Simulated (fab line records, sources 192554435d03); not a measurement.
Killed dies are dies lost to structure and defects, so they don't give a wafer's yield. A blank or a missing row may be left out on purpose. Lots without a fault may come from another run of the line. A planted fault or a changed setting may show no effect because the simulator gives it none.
fab line records | flow n5_finfet
record lots=6 wafers=17 last_day=18
route steps=1938 shown BEOL_M1@836 BEOL_M2@841 BEOL_M4@1111 PASSIVATION@1936
lots that met no fault: from a run of the same line without faults
start_h: hours from the record's first day to the start of the lot's first wafer shown | wait_h: hours since the lot's step before | " the same as in the row above | L1.1+2: a row that stands for several wafers | - no value, or no start given | * or withheld: withheld | < > ~ a bound
route shown NAME@n: a module of which the file shows steps, and the number in the route of the first | usual: mean/standard deviation of fault-free wafers | same: alike in all rows | chamber/n: place in a boat | sites: the reading at each site | _std_site: their standard deviation | _edge_site: outer sites' mean less inner sites' | radius_mm: how far each site lies from the wafer's centre | mask NAME#n: copy n | behind: the tool/chamber that last shaped the wafer | hold: why the lot was held/for how many hours/how that ended | device: the transistor (n, p or np) that didn't switch | end of line: the same wafers' tests at the end of the route | a step without rows: its recipe alone | killed: dies lost to structure and defects at the first sort, not the wafer's yield | map: a wafer's dies, x killed, . not, _ none there
set.NAME: the setting as run; set.NAME@STEP: as run at that earlier step | model.NAME: the simulator's own value behind a step, which no gauge read
lots at some steps of the route; a table a step, a row a wafer
services: from which hour (start_h, from the record's first day; less than 0 if before it) a tool's chamber was out of use, for how many hours, and why
## steps
# step N5_BEOL_M1_CO_CAP_55
# recipe material=Co target_thk_a=20 temp_c=200 precursor=CCTBA/H2 pressure_torr=30 time_s=102.1
# usual heater_power_outer_w=125/8.2 heater_power_w=229/19
# columns lot.wafer tool chamber start_h wait_h heater_power_outer_w heater_power_w
L145.1 cvd_co-01 1 187.68 0.0 139 267
L145.3 " 2 " " 125 223
L145.6 " 0 " " 115 205
L150.3 cvd_co-01 0 212.90 0.0 113 204
L150.5 " 1 " " 141 262
L150.6 " 2 " " 123 224
L151.3 cvd_co-02 2 213.03 0.0 119 206
L151.4 " 0 " " 132 235
L151.5 " 1 " " 120 232
L152.3 cvd_co-01 0 230.33 0.0 115 209
L152.4 " 2 " " 124 232
L154.2 cvd_co-02 0 246.01 0.0 125 244
L154.3 " 2 " " 119 206
L154.6 " 0 " " 128 238
L155.2 cvd_co-01 2 254.48 0.0 124 229
L155.4 " 2 " " 126 228
L155.6 " 1 " " 141 258
# step N5_BEOL_M1_PRE_CLEAN_56
# recipe gas=NH3 time_s=15 temp_c=withheld rf_power_w=300
# step N5_BEOL_M1_DEP_57
# recipe material=SiCN target_thk_a=80 temp_c=withheld precursor=3MS/NH3 pressure_torr=3 rf_w=202 time_s=14
# usual showerhead_plenum_p_Torr=3.669/0.012 throttle_valve_pct=9.1/0.56
# columns lot.wafer tool chamber start_h wait_h showerhead_plenum_p_Torr throttle_valve_pct
L145.1 pecvd-02 2 187.79 0.0 3.680 8.7
L145.3 " 1 " " 3.667 9.7
L145.6 " 0 " " 3.682 9.0
L150.3 pecvd-03 0 213.02 0.0 3.687 10.5
L150.5 " 2 " " 3.641 9.0
L150.6 " 0 " " 3.687 10.6
L151.3 pecvd-02 0 213.18 0.0 3.676 8.8
L151.4 " 1 " " 3.666 9.1
L151.5 " 0 " " 3.680 9.1
L152.3 pecvd-03 0 230.48 0.0 3.691 10.6
L152.4 " 2 " " 3.648 8.8
L154.2 pecvd-01 2 246.12 0.0 3.668 8.8
L154.3 " 0 " " 3.656 9.4
L154.6 " 0 " " 3.665 9.2
L155.2 pecvd-03 0 254.63 0.0 3.677 10.7
L155.4 " 0 " " 3.688 10.6
L155.6 " 1 " " 3.675 8.6
# step N5_BEOL_M1_RS_MEAS_58
# recipe thk_meas_gauge=four-point-probe reads=Co_of_BEOL_M1_CO_CAP_55+Cu_of_BEOL_M1_ECD_50+Co_of_BEOL_M1_CVD_47+TaN_of_BEOL_M1_ALD_84
# usual M1_RS=0.67/0.043
# columns lot.wafer tool chamber start_h wait_h M1_RS[ohm/sq]
L145.1 film_metro-02 - 187.86 0.0 0.71
L145.3 " - " " 0.66
L145.6 " - " " 0.67
L150.3 film_metro-01 - 213.09 0.1 0.65
L150.5 " - " " 0.57
L150.6 " - " " 0.63
L151.3 film_metro-01 - 213.24 0.1 0.63
L151.4 " - " " 0.66
L151.5 " - " " 0.69
L152.3 film_metro-01 - 230.55 0.1 0.71
L152.4 " - " " 0.68
L154.2 film_metro-02 - 246.19 0.1 0.68
L154.3 " - " " 0.67
L154.6 " - " " 0.64
L155.2 film_metro-01 - 254.70 0.1 0.74
L155.4 " - " " 0.70
L155.6 " - " " 0.60
# step N5_BEOL_M1_INSPECT_59
# recipe inspect_instrument=darkfield mode=post_dep
# usual raw_defect_count=76/24
# columns lot.wafer tool chamber start_h wait_h raw_defect_count
L145.1 defect_inspect-02 - 187.88 0.0 71
L145.3 " - " " 74
L145.6 " - " " 64
L150.3 defect_inspect-02 - 213.11 0.0 52
L150.5 " - " " 78
L150.6 " - " " 84
L151.3 defect_inspect-02 - 213.27 0.0 81
L151.4 " - " " 110
L151.5 " - " " 95
L152.3 defect_inspect-02 - 230.57 0.0 93
L152.4 " - " " 56
L154.2 defect_inspect-02 - 246.22 0.0 42
L154.3 " - " " 61
L154.6 " - " " 65
L155.2 defect_inspect-02 - 254.73 0.0 78
L155.4 " - " " 107
L155.6 " - " " 104
# step N5_BEOL_M2_ILD_DEP_00
# recipe material=SiOC target_thk_a=790 temp_c=350 precursor=DEMS/O2 pressure_torr=5 rf_w=500 time_s=15.3
# usual heater_power_outer_w=286/60 heater_power_w=514/94 showerhead_plenum_p_Torr=5.696/0.018 throttle_valve_pct=12.4/1
# columns lot.wafer tool chamber start_h wait_h heater_power_outer_w heater_power_w showerhead_plenum_p_Torr throttle_valve_pct
L145.1 pecvd-01 2 187.92 0.0 201 456 5.698 11.2
L145.3 " 1 " " 208 396 5.694 12.0
L145.6 " 0 " " 292 477 5.676 12.8
L150.3 pecvd-01 0 213.15 0.0 300 476 5.695 12.6
L150.5 " 2 " " 293 546 5.710 11.4
L150.6 " 1 " " 222 393 5.701 12.1
L151.3 pecvd-04 2 213.31 0.0 325 578 5.649 11.3
L151.4 " 1 " " 247 495 5.717 14.7
L151.5 " 2 " " 343 566 5.663 11.5
L152.3 pecvd-03 0 230.63 0.1 350 602 5.724 13.9
L152.4 " 2 " " 427 750 5.685 12.1
L154.2 pecvd-01 0 246.25 0.0 259 429 5.684 12.6
L154.3 " 1 " " 203 380 5.681 11.9
L154.6 " 1 " " 203 387 5.690 12.1
L155.2 pecvd-03 2 254.76 0.0 425 762 5.681 12.0
L155.4 " 2 " " 426 741 5.694 11.8
L155.6 " 0 " " 372 641 5.702 13.9
# step N5_BEOL_M2_THK_MEAS_01
# recipe reads=SiOC_of_BEOL_M2_ILD_DEP_00
# usual M2_ILD_THK=78.8/1.1
# columns lot.wafer tool chamber start_h wait_h M2_ILD_THK[nm]
L145.1 film_metro-01 - 187.99 0.0 78.6
L145.3 " - " " 77.9
L145.6 " - " " 78.9
L150.3 film_metro-01 - 213.22 0.1 77.1
L150.5 " - " " 79.2
L150.6 " - " " 79.1
L151.3 film_metro-01 - 213.37 0.1 78.6
L151.4 " - " " 79.1
L151.5 " - " " 79.1
L152.3 film_metro-01 - 230.69 0.1 79.0
L152.4 " - " " 78.4
L154.2 film_metro-02 - 246.32 0.1 78.0
L154.3 " - " " 79.0
L154.6 " - " " 80.2
L155.2 film_metro-01 - 254.83 0.1 77.3
L155.4 " - " " 78.8
L155.6 " - " " 80.0
# step N5_BEOL_M2_PECVD_72
# recipe material=SiO2 target_thk_a=160 temp_c=400 precursor=TEOS/O2 pressure_torr=5.5 rf_w=450 teos_flow_sccm=53.8 gas=O2 flow_sccm=3000 time_s=18
# step N5_BEOL_M2_HM_DEP_02
# recipe material=TiN target_thk_a=200 temp_c=25 chamber_pressure_pa=0.49996
# usual throttle_valve_pct=29.7/0.89
# columns lot.wafer tool chamber start_h wait_h throttle_valve_pct
L145.1 pvd_sputter-03 - 188.70 0.7 29.0
L145.3 " - " " 28.6
L145.6 " - " " 28.9
L150.3 pvd_sputter-01 - 213.79 0.5 28.9
L150.5 " - " " 28.9
L150.6 " - " " 28.6
L151.3 pvd_sputter-03 - 213.89 0.5 31.5
L151.4 " - " " 29.3
L151.5 " - " " 30.0
L152.3 pvd_sputter-02 - 232.63 1.9 29.0
L152.4 " - " " 30.6
L154.2 pvd_sputter-01 - 246.41 0.0 30.6
L154.3 " - " " 28.6
L154.6 " - " " 30.9
L155.2 pvd_sputter-03 - 255.61 0.7 31.0
L155.4 " - " " 29.1
L155.6 " - " " 28.3
# step N5_BEOL_M2_COAT_61
# recipe resist=SOC temp_c=250 time_s=60 spin_rpm=1500 resist_thk_nm=60
# step N5_BEOL_M2_COAT_62
# recipe resist=SiARC temp_c=220 time_s=60 spin_rpm=1500 resist_thk_nm=12
# step N5_BEOL_M2_COAT_73
# recipe resist=underlayer temp_c=205 time_s=60 spin_rpm=1500 resist_thk_nm=5
# step N5_BEOL_M2_COAT_05
# recipe resist=CAR-EUV spin_rpm=1500 resist_thk_nm=30
# usual dispense_pressure_kPa=57/3.7 exhaust_pa=44.9/1 spin_speed_rpm=1500.0/0.84
# columns lot.wafer tool chamber start_h wait_h dispense_pressure_kPa exhaust_pa spin_speed_rpm model.CAR-EUV_of_BEOL_M2_COAT_05.thk_nm
L145.1 litho_track-04 0 188.83 - 50 45.8 1498.9 30
L145.3 " 0 " " 50 44.9 1499.6 30
L145.6 " 0 " " 51 47.0 1500.3 29.8
L150.3 litho_track-03 0 213.92 - 59 45.3 1499.5 30
L150.5 " 0 " " 59 45.8 1499.4 30
L150.6 " 0 " " 59 44.8 1501.3 30.2
L151.3 litho_track-05 0 214.02 - 58 46.0 1501.6 30.2
L151.4 " 0 " " 58 46.8 1499.3 30
L151.5 " 0 " " 58 44.3 1500.3 30
L152.3 litho_track-04 0 232.77 - 50 44.0 1499.9 30
L152.4 " 0 " " 50 45.5 1500.7 30
L154.2 litho_track-03 0 246.55 - 59 44.5 1374.1 31.4
L154.3 " 0 " " 59 45.2 1373.6 31.4
L154.6 " 0 " " 59 44.8 1374.3 31.4
L155.2 litho_track-03 0 255.74 - 59 44.1 1373.1 31.4
L155.4 " 0 " " 59 44.0 1372.5 31.2
L155.6 " 0 " " 59 43.9 1373.7 31.4
# step N5_BEOL_M2_EBR_07
# recipe solvent=PGMEA ebr_width_mm=1.5
# step N5_BEOL_M2_SOFTBAKE_06
# recipe temp_c=110 time_s=60 resist=CAR-EUV
# step N5_BEOL_M2_EXPOSE_08
# recipe mask_id=M2 na=0.33 source_shape=dipole sigma_inner=0.369 sigma_outer=0.767 polarization=unpolarized dose_mj=41.25
# step N5_BEOL_M2_PEB_09
# recipe peb_temp_c=100 peb_time_s=60 resist=CAR-EUV
# step N5_BEOL_M2_DEVELOP_10
# recipe develop_time_s=30 developer=TMAH resist=CAR-EUV rinse_liquid=surfactant_rinse dry=air_spin dev_temp_c=23
# step N5_BEOL_M2_CD_MEAS_11
# recipe target_cd_nm=16.79 landing_energy_ev=500 detector=se_inlens polarity=opening
# usual cd_nm=16.86/0.26
# columns lot.wafer tool chamber start_h wait_h cd_nm
L145.1 cd_sem-03 0 189.36 - 16.76
L145.3 " 0 " " 17.16
L145.6 " 0 " " 17.17
L150.3 cd_sem-01 0 214.20 - 16.25
L150.5 " 0 " " 16.58
L150.6 " 0 " " 17.44
L151.3 cd_sem-03 0 214.41 - 16.80
L151.4 " 0 " " 16.72
L151.5 " 0 " " 16.73
L152.3 cd_sem-03 0 233.04 - 16.60
L152.4 " 0 " " 16.61
L154.2 cd_sem-02 0 246.81 - 17.33
L154.3 " 0 " " 16.56
L154.6 " 0 " " 16.70
L155.2 cd_sem-03 0 256.16 - 16.75
L155.4 " 0 " " 16.99
L155.6 " 0 " " 16.90
# step N5_BEOL_M2_OVL_MEAS_12
# recipe points_per_wafer=522
# usual M2_OVL=0.4/0.73
# columns lot.wafer tool chamber start_h wait_h M2_OVL[nm]
L145.1 overlay-02 0 189.39 0.0 1.4
L145.3 " 0 " " 1.5
L145.6 " 0 " " 0.3
L150.3 overlay-02 0 214.24 0.0 0.1
L150.5 " 0 " " 0.2
L150.6 " 0 " " -0.3
L151.3 overlay-01 0 214.45 0.0 0.1
L151.4 " 0 " " 0.6
L151.5 " 0 " " 0.5
L152.3 overlay-01 0 233.08 0.0 -1.1
L152.4 " 0 " " 0.2
L154.2 overlay-01 0 246.85 0.0 0.7
L154.3 " 0 " " 0.2
L154.6 " 0 " " 0.7
L155.2 overlay-02 0 256.20 0.0 -0.3
L155.4 " 0 " " -1.3
L155.6 " 0 " " -0.3
# step N5_BEOL_M2_INSPECT_13
# recipe mode=adi inspect_instrument=brightfield
# usual raw_defect_count=415/100
# columns lot.wafer tool chamber start_h wait_h raw_defect_count
L145.1 defect_inspect-02 - 189.45 0.1 300
L145.3 " - " " 321
L145.6 " - " " 285
L150.3 defect_inspect-02 - 214.29 0.0 335
L150.5 " - " " 409
L150.6 " - " " 378
L151.3 defect_inspect-02 - 214.50 0.0 387
L151.4 " - " " 589
L151.5 " - " " 406
L152.3 defect_inspect-02 - 233.12 0.0 505
L152.4 " - " " 322
L154.2 defect_inspect-02 - 246.90 0.0 368
L154.3 " - " " 389
L154.6 " - " " 273
L155.2 defect_inspect-02 - 256.26 0.1 484
L155.4 " - " " 656
L155.6 " - " " 699
# step N5_BEOL_M2_DESCUM_16
# recipe chemistry=O2 time_s=7 source_power_w=50 bias_power_w=20 pressure_mtorr=20 rf_frequency_hz=2.712e+07 temp_c=40 resist=CAR-EUV o2_flow_sccm=225
# usual drypump_motor_current_A=5.6/0.41 oes_product_au=0.76/0.07 rf_vpp_V=243.0/1.4 showerhead_plenum_p_Torr=2.08/0.076 throttle_valve_pct=20.46/0.25
# columns lot.wafer tool chamber start_h wait_h drypump_motor_current_A oes_product_au rf_hours_counter_h rf_vpp_V showerhead_plenum_p_Torr throttle_valve_pct model.CAR-EUV_of_BEOL_M2_COAT_05.thk_nm
L145.1 rie_diel-05 0 189.54 0.1 5.1 0.74 191 242.5 1.96 20.09 26
L145.3 " 3 " " 5.4 0.67 236 240.0 1.99 20.47 26
L145.6 " 3 " " 5.4 0.68 - 240.7 1.99 20.46 26
L150.3 rie_diel-01 0 214.32 0.0 6.3 0.68 247 244.7 2.17 20.77 26
L150.5 " 2 " " 5.1 0.70 - 242.7 2.07 20.58 26
L150.6 " 1 " " 5.8 0.79 - 245.4 2.19 20.16 26.2
L151.3 rie_diel-05 3 214.53 0.0 5.5 0.66 242 240.1 1.99 20.47 26.2
L151.4 " 2 " " 5.3 0.70 229 244.1 2.13 20.37 26.2
L151.5 " 0 " " 5.1 0.73 - 241.7 1.96 20.11 26.2
L152.3 rie_diel-04 1 233.23 0.1 6.2 0.71 192 240.9 1.99 20.64 26
L152.4 " 2 " " 5.6 0.89 44 243.8 2.11 20.41 26
L154.2 rie_diel-04 0 246.93 0.0 5.8 0.77 150 243.6 2.12 20.22 27.4
L154.3 " 1 " " 6.1 0.71 197 241.0 1.99 20.66 27.4
L154.6 " 3 " " 5.5 0.75 - 242.6 2.03 20.63 27.4
L155.2 rie_diel-01 3 256.29 0.0 5.1 0.75 165 241.8 2.02 20.69 27.4
L155.4 " 3 " " 5.1 0.74 - 241.1 2.02 20.71 27.4
L155.6 " 1 " " 5.8 0.78 - 245.9 2.18 20.16 27.6
# step N5_BEOL_M2_ETCH_74
# recipe chemistry=N2/H2 target=underlayer target_depth_a=65 mask_material=CAR-EUV time_s=5.2 ion_energy_ev=200 pressure_mtorr=30 source_w=840 bias_w=150 n2_flow_sccm=200 h2_flow_sccm=200 ends=cleared
# usual drypump_motor_current_A=5.6/0.41 etch_rf_on_time_s=5.17/0.15 oes_product_au=0.65/0.058 rf_vpp_V=523.5/2.7 showerhead_plenum_p_Torr=2.52/0.097 throttle_valve_pct=17.84/0.25
# columns lot.wafer tool chamber start_h wait_h drypump_motor_current_A etch_rf_on_time_s oes_product_au rf_hours_counter_h rf_vpp_V showerhead_plenum_p_Torr throttle_valve_pct
L145.1 rie_diel-05 0 189.58 0.0 5.2 5.24 0.62 191 521.4 2.43 17.85
L145.3 " 3 " " 5.4 5.34 0.57 236 521.1 2.37 17.56
L145.6 " 3 " " 5.5 5.24 0.58 - 516.7 2.37 17.57
L150.3 rie_diel-01 0 214.36 0.0 6.3 5.04 0.58 247 525.6 2.59 17.96
L150.5 " 2 " " 5.2 5.10 0.61 - 524.0 2.54 18.34
L150.6 " 1 " " 5.8 5.31 0.67 - 527.3 2.69 17.79
L151.3 rie_diel-05 3 214.56 0.0 5.5 5.39 0.58 242 520.7 2.36 17.61
L151.4 " 2 " " 5.3 5.28 0.59 229 524.7 2.57 17.65
L151.5 " 0 " " 5.2 5.24 0.62 - 520.9 2.42 17.85
L152.3 rie_diel-04 1 233.27 0.0 6.1 5.24 0.62 192 519.9 2.43 18.09
L152.4 " 2 " " 5.6 5.01 0.76 45 524.8 2.58 17.92
L154.2 rie_diel-04 0 246.97 0.0 5.8 5.27 0.64 150 521.4 2.56 17.67
L154.3 " 1 " " 6.1 5.22 0.60 197 519.3 2.42 18.12
L154.6 " 3 " " 5.5 4.92 0.67 - 519.8 2.42 17.79
L155.2 rie_diel-01 3 256.33 0.0 5.0 5.24 0.65 165 519.4 2.40 17.80
L155.4 " 3 " " 5.0 5.20 0.65 - 522.4 2.40 17.79
L155.6 " 1 " " 5.8 5.37 0.66 - 527.5 2.68 17.81
# step N5_BEOL_M4_RC_MEAS_101
# usual DIBL_N=36.5/2.1 DIBL_P=36.6/2.6 IOFF_N=0.17/0.044 IOFF_P=0.21/0.048 ION_N=674/17 ION_P=462/9.5 SS_N=71.6/0.77 SS_P=73.5/0.72 VT_N=250/4.2 VT_P=-250/3.9
# columns lot.wafer tool chamber start_h wait_h DIBL_N[mV/V] DIBL_P[mV/V] IOFF_N[nA/um] IOFF_P[nA/um] ION_N[uA/um] ION_P[uA/um] SS_N[mV/dec] SS_P[mV/dec] VT_N[mV] VT_P[mV]
L145.1 prober-02 0 250.55 0.0 35.8 35.9 0.15 0.19 677 464 71.6 74.5 250 -252
L145.3 " 0 " " 34.4 34.2 0.13 0.17 670 462 70.6 73.3 252 -253
L145.6 " 0 " " 35.1 35.7 0.15 0.19 686 465 71.4 73.3 249 -252
L151.3 prober-02 0 278.24 0.3 33.7 33.3 0.11 0.16 637 446 70.9 72.8 257 -258
L151.4 " 0 " " 40.4 39.2 0.28 0.24 678 456 73.8 74.6 247 -252
L151.5 " 0 " " 36.2 33.4 0.16 0.16 656 443 73.5 72.9 258 -256
L150.3 prober-01 0 288.53 0.3 37.6 37.2 0.18 0.20 678 458 71.9 73.1 249 -251
L150.5 " 0 " " 35.9 35.8 0.17 0.20 695 473 71.0 73.6 244 -250
L150.6 " 0 " " 36.9 36.7 0.16 0.21 684 462 71.3 73.8 251 -253
L154.2 prober-01 0 300.08 0.2 36.9 36.9 0.19 0.27 669 465 71.8 73.9 249 -243
L154.3 " 0 " " 35.1 35.0 0.15 0.23 673 473 70.8 73.1 248 -245
L154.6 " 0 " " 35.9 35.6 0.16 0.24 688 479 71.6 73.9 250 -245
L152.3 prober-02 0 301.10 0.8 34.5 33.2 0.11 0.18 653 450 70.7 72.4 254 -252
L152.4 " 0 " " 40.4 39.9 0.24 0.30 693 479 72.2 73.5 243 -246
L155.2 prober-01 0 323.80 0.2 37.9 38.0 0.16 0.21 662 452 72.5 73.2 251 -252
L155.4 " 0 " " 40.2 41.2 0.25 0.27 702 471 72.6 74.1 242 -245
L155.6 " 0 " " 37.2 37.0 0.16 0.20 666 450 72.0 73.9 250 -253
# step N5_PASSIVATION_PROBE_49
# usual defect_limited_yield=91.2/1.5 killed_at_M0_to_M3=36/10 killed_at_M4_up=14/5.2 killed_at_contacts=12/6 killed_at_front_end=37/10 killed_at_other=4/3.3 killed_dies=104/18 killed_on_rim=14/4.1 killed_open=68/14 killed_short=34/7.4 sort_bin_4_leakage=0.01/0.04 sort_bin_5_function=5.2/1 sort_bin_6_memory=3.3/0.7 sort_bin_8_speed=0.01/0.045 sort_n_pass=1076/18 sort_yield_pct=91.2/1.5
# same gross_dies=1180 killed_at_back_side=0
# columns lot.wafer tool chamber start_h wait_h defect_limited_yield[%] killed_at_M0_to_M3 killed_at_M4_up killed_at_contacts killed_at_front_end killed_at_other killed_dies killed_on_rim killed_open killed_short sort_bin_4_leakage[%] sort_bin_5_function[%] sort_bin_6_memory[%] sort_bin_8_speed[%] sort_n_pass sort_yield_pct[%]
L145.1 prober-02 - 348.15 0.0 89.5 59 13 14 32 6 124 20 88 34 0 7.4 2.9 0 1056 89.5
L145.3 prober-02 - 348.25 0.1 89.2 36 21 19 43 8 127 17 88 37 0 6.4 4.0 0 1053 89.2
L145.6 prober-02 - 348.40 0.3 87.2 71 21 10 39 10 151 24 110 39 0 7.9 4.6 0 1029 87.2
L152.3 prober-01 - 399.16 0.1 90.8 51 11 11 31 4 108 21 68 40 0 5.4 3.6 0 1072 90.8
L152.4 prober-01 - 399.21 0.2 91.5 42 14 2 28 14 100 12 58 33 0 4.8 3.3 0 1080 91.5
L151.3 prober-01 - 400.61 0.1 91.6 38 11 9 40 1 99 12 66 32 0 5.2 2.8 0 1081 91.6
L151.4 prober-01 - 400.66 0.2 89.4 34 24 16 47 4 125 18 79 46 0.34 6.9 3.4 0 1051 89.1
L151.5 prober-01 - 400.71 0.2 90.7 33 15 16 46 0 110 19 72 36 0 5.0 3.9 0 1070 90.7
L150.3 prober-01 - 401.30 0.1 90.5 30 15 14 48 5 112 12 76 35 0 5.0 4.1 0 1068 90.5
L150.5 prober-01 - 401.40 0.2 90.7 30 15 15 41 9 110 15 71 35 0 5.6 3.5 0 1070 90.7
L150.6 prober-01 - 401.45 0.3 91.8 36 13 17 25 6 97 12 67 29 0 3.7 4.1 0 1083 91.8
L154.2 prober-01 - 420.08 0.1 93.5 23 8 4 34 8 77 7 47 29 0 4.1 2.2 0.08 1103 93.5
L154.3 prober-01 - 420.13 0.1 90.1 31 25 12 39 10 117 14 80 36 0 5.5 4.1 0 1063 90.1
L154.6 prober-01 - 420.28 0.3 89.9 21 27 8 57 6 119 14 88 31 0 5.8 4.0 0 1061 89.9
L155.4 prober-02 - 439.57 0.2 90.8 39 19 8 38 4 108 16 77 30 0 5.7 3.1 0 1072 90.8
# killed by level:class
L145.1 BEOL_M2:geometric_particle:open=17 MOL_CONTACT_COAG:geometric_particle:open=10 BEOL_M1:geometric_particle:open=9 STI_FIN_REVEAL:geometric_particle:open=9 BEOL_M0_SAQP:geometric_particle:open=8 FIN_SAQP:geometric_particle:short=7 BEOL_M0:geometric_particle:open=7 BEOL_M0_SAQP:geometric_particle:short=6
L145.3 MOL_CONTACT_COAG:geometric_particle:open=17 BEOL_M4:geometric_particle:open=14 BEOL_M3:geometric_particle:open=11 ILD0:geometric_particle:short=9 DUMMY_GATE:geometric_particle:open=8 BEOL_M2:geometric_particle:open=7 MIM_TOP_ETCH:geometric_particle:short=6 GATE_CUT:geometric_particle:short=5
L145.6 BEOL_M0_SAQP:geometric_particle:open=16 BEOL_M3:geometric_particle:open=15 BEOL_M0_SAQP:geometric_particle:short=14 STI_FIN_REVEAL:geometric_particle:open=10 BEOL_M4:geometric_particle:open=9 FIN_SAQP:geometric_particle:open=8 BEOL_M2:geometric_particle:open=8 MOL_CONTACT_COAG:geometric_particle:open=8
L152.3 BEOL_M0_SAQP:geometric_particle:open=18 BEOL_M0_SAQP:geometric_particle:short=16 FIN_SAQP:geometric_particle:open=10 FIN_SAQP:geometric_particle:short=9 MOL_CONTACT_COAG:geometric_particle:open=9 BEOL_M3:geometric_particle:open=6 STI_FIN_REVEAL:geometric_particle:open=4 BEOL_M1:geometric_particle:open=4
L152.4 BEOL_M0_SAQP:geometric_particle:open=9 PASSIVATION:area_etch=9 BEOL_M0_SAQP:geometric_particle:short=8 FIN_SAQP:geometric_particle:open=7 FIN_SAQP:geometric_particle:short=6 BEOL_M3:geometric_particle:open=6 BEOL_M4:geometric_particle:open=6 BEOL_M0:geometric_particle:open=5
L151.3 STI_FIN_REVEAL:geometric_particle:open=15 BEOL_M0_SAQP:geometric_particle:open=14 MOL_CONTACT_COAG:geometric_particle:open=9 BEOL_M0_SAQP:geometric_particle:short=9 BEOL_M2:geometric_particle:open=6 ILD0:geometric_particle:short=5 FIN_SAQP:geometric_particle:short=4 BEOL_M1:geometric_particle:open=4
L151.4 FIN_SAQP:geometric_particle:open=16 BEOL_M0_SAQP:geometric_particle:short=12 MOL_CONTACT_COAG:geometric_particle:open=12 BEOL_M0_SAQP:geometric_particle:open=11 BEOL_M4:geometric_particle:open=11 FIN_SAQP:geometric_particle:short=7 STI_FIN_REVEAL:geometric_particle:open=6 BEOL_M1:geometric_particle:open=4
L151.5 MOL_CONTACT_COAG:geometric_particle:open=13 BEOL_M0_SAQP:geometric_particle:open=10 STI_FIN_REVEAL:geometric_particle:open=9 GATE_CUT:geometric_particle:short=8 BEOL_M0_SAQP:geometric_particle:short=7 FIN_SAQP:geometric_particle:open=6 BEOL_M1:geometric_particle:open=6 GATE_CUT:geometric_particle:open=5
L150.3 BEOL_M0_SAQP:geometric_particle:open=15 MOL_CONTACT_COAG:geometric_particle:open=12 FIN_SAQP:geometric_particle:open=11 FIN_SAQP:geometric_particle:short=11 BEOL_M4:geometric_particle:open=8 STI_FIN_REVEAL:geometric_particle:open=8 BEOL_M0_SAQP:geometric_particle:short=8 GATE_CUT:geometric_particle:short=4
L150.5 MOL_CONTACT_COAG:geometric_particle:open=12 STI_FIN_REVEAL:geometric_particle:open=10 BEOL_M0_SAQP:geometric_particle:short=9 FIN_SAQP:geometric_particle:open=8 BEOL_M0_SAQP:geometric_particle:open=8 FIN_SAQP:geometric_particle:short=5 STI_FIN_REVEAL:geometric_particle:short=5 BEOL_M3:geometric_particle:open=5
L150.6 MOL_CONTACT_COAG:geometric_particle:open=16 BEOL_M0_SAQP:geometric_particle:short=12 BEOL_M0_SAQP:geometric_particle:open=12 BEOL_M4:geometric_particle:open=9 BEOL_M3:geometric_particle:open=8 GATE_CUT:geometric_particle:short=4 STI_FIN_REVEAL:geometric_particle:open=3 STARTING-WAFER:geometric_particle:short=3
L154.2 BEOL_M0_SAQP:geometric_particle:open=7 STARTING-WAFER:geometric_particle:open=6 STI_FIN_REVEAL:geometric_particle:open=5 DUMMY_GATE:geometric_particle:open=5 MOL_CONTACT_COAG:geometric_particle:open=4 BEOL_M0_SAQP:geometric_particle:short=4 MIM_TOP_ETCH:geometric_particle:short=4 FIN_SAQP:geometric_particle:short=3
L154.3 BEOL_M4:geometric_particle:open=16 STI_FIN_REVEAL:geometric_particle:open=15 BEOL_M2:geometric_particle:open=8 MOL_CONTACT_COAG:geometric_particle:open=7 BEOL_M3:geometric_particle:open=6 MOL_CONTACT_COAG:geometric_particle:short=5 BEOL_M0_SAQP:geometric_particle:open=5 STARTING-WAFER:geometric_particle:open=5
L154.6 BEOL_M4:geometric_particle:open=18 STI_FIN_REVEAL:geometric_particle:open=11 FIN_SAQP:geometric_particle:open=8 ILD0:geometric_particle:open=7 BEOL_M1:geometric_particle:open=7 FIN_SAQP:geometric_particle:short=6 MOL_CONTACT_COAG:geometric_particle:open=6 STARTING-WAFER:geometric_particle:open=5
L155.4 FIN_SAQP:geometric_particle:open=10 BEOL_M2:geometric_particle:open=9 STI_FIN_REVEAL:geometric_particle:open=9 BEOL_M1:geometric_particle:open=9 MOL_CONTACT_COAG:geometric_particle:open=6 BEOL_M0_SAQP:geometric_particle:short=6 BEOL_M3:geometric_particle:open=5 BEOL_M4:geometric_particle:open=5
## services
# columns tool chamber start_h hours kind
cvd_co-02 1 164.16 4.1 repair
rie_diel-01 2 171.91 16.9 repair
pecvd-02 - 189.15 0.8 pm
pecvd-01 - 194.92 1.3 repair
rie_diel-04 2 196.85 3.7 repair
pecvd-02 2 202.38 - clean
pecvd-02 2 202.38 - consumable_replace:showerhead
pecvd-02 2 202.38 29.0 scheduled_down
pecvd-02 2 202.38 29.0 vent_cycle
pecvd-02 1 206.22 2.9 repair
pvd_sputter-01 - 219.23 4.0 repair
rie_diel-01 0 223.62 - clean
rie_diel-01 0 223.62 - consumable_replace:focus_ring
rie_diel-01 0 223.62 32.8 scheduled_down
rie_diel-01 0 223.62 32.8 vent_cycle
pecvd-03 1 226.92 4.8 repair
rie_diel-05 3 240.08 - clean
rie_diel-05 3 240.08 - consumable_replace:focus_ring
rie_diel-05 3 240.08 - consumable_replace:showerhead
rie_diel-05 3 240.08 25.9 scheduled_down
rie_diel-05 3 240.08 25.9 vent_cycle
cvd_co-02 2 240.71 4.8 repair
cvd_co-01 0 243.52 11.4 repair
pecvd-03 - 255.03 14.6 pm
## key
first_sign step=N5_BEOL_M2_COAT_05 reading=spin_speed_rpm direction=down sigmas=99+ usual=* struck=*
effect none on later readings
model_effect step=N5_BEOL_M2_COAT_05 value=CAR-EUV_of_BEOL_M2_COAT_05.thk_nm without=30 struck=31.37
model_effect step=N5_BEOL_M2_DESCUM_16 value=CAR-EUV_of_BEOL_M2_COAT_05.thk_nm without=26.1 struck=27.43
met_at N5_BEOL_M2_COAT_05
struck_wafers L154.2,L154.3,L154.6,L155.2,L155.4,L155.6
onset_between 213.92 246.55
fault kind=process_parameter_drift tool=litho_track-03 chamber=- onset_h=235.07 steps=N5_BEOL_M2_COAT_05 channel=spin_rpm offset=* shape=step end_h=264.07 acts_in=* stated=*
